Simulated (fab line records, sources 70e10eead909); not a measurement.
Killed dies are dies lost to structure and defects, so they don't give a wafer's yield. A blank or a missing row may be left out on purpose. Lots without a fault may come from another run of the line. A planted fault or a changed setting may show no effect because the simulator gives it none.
Chamber matching | flow nand_harc | NHARC_A_M1_ETCH_35 on rie_diel-07: 4 sister chambers
The step etches the open film in N2/H2, target depth 40 nm, overetch 12 nm, time 43.94 s. 8 wafers are shown with their chamber, then 8 later ones without.

WAFERS WITH THEIR CHAMBER
wafer  | chamber | rf_vpp_V (V) | n2_flow_sccm (sccm)
L078.5 | 1       | 433.2        | 150.3
L084.1 | 0       | 433.6        | 149.7
L084.3 | 3       | 435.7        | 150.4
L084.5 | 3       | 435.1        | 150.3
L081.2 | 1       | 434.1        | 149.6
L081.3 | 0       | 433.1        | 149.1
L081.4 | 2       | 431.3        | 150.6
L086.2 | 2       | 432.2        | 149.6

WAFERS WITHOUT THEIR CHAMBER
wafer  | rf_vpp_V (V) | n2_flow_sccm (sccm)
L086.4 | 434.5        | 150.1
L086.6 | 434.7        | 150.0
L089.2 | 435.0        | 150.3
L089.3 | 432.8        | 149.1
L089.6 | 434.0        | 149.9
L090.1 | 435.1        | 149.9
L090.2 | 433.8        | 150.1
L090.5 | 433.9        | 149.9

WHICH CHAMBER EACH WENT THROUGH
wafer  | from the rows above          | in truth
L086.4 | can't be placed: 1 or 3 or 0 | 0
L086.6 | can't be placed: 3 or 1 or 0 | 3
L089.2 | can't be placed: 3 or 1      | 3
L089.3 | can't be placed: 0 or 1 or 2 | 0
L089.6 | can't be placed: 1 or 0      | 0
L090.1 | can't be placed: 3 or 1      | 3
L090.2 | can't be placed: 1 or 0      | 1
L090.5 | can't be placed: 1 or 0      | 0
Placed correctly: 0 of 8. Can't be placed from these rows: 8 (the true chamber is among the candidates in 8). Placed wrongly: 0.
How it was worked out, from the rows above alone: a wafer's distance from a chamber is the root of the sum, over the readings, of the square of ((its reading less the chamber's mean) divided by the reading's scatter). The wafer belongs to the nearest chamber; if the next one is less than 2 further off, it can't be placed. A chamber's mean is the mean of its shown wafers. The scatter: the root of (the sum of the squares of (reading less its chamber's mean) over the shown wafers, divided by (wafers less chambers)).
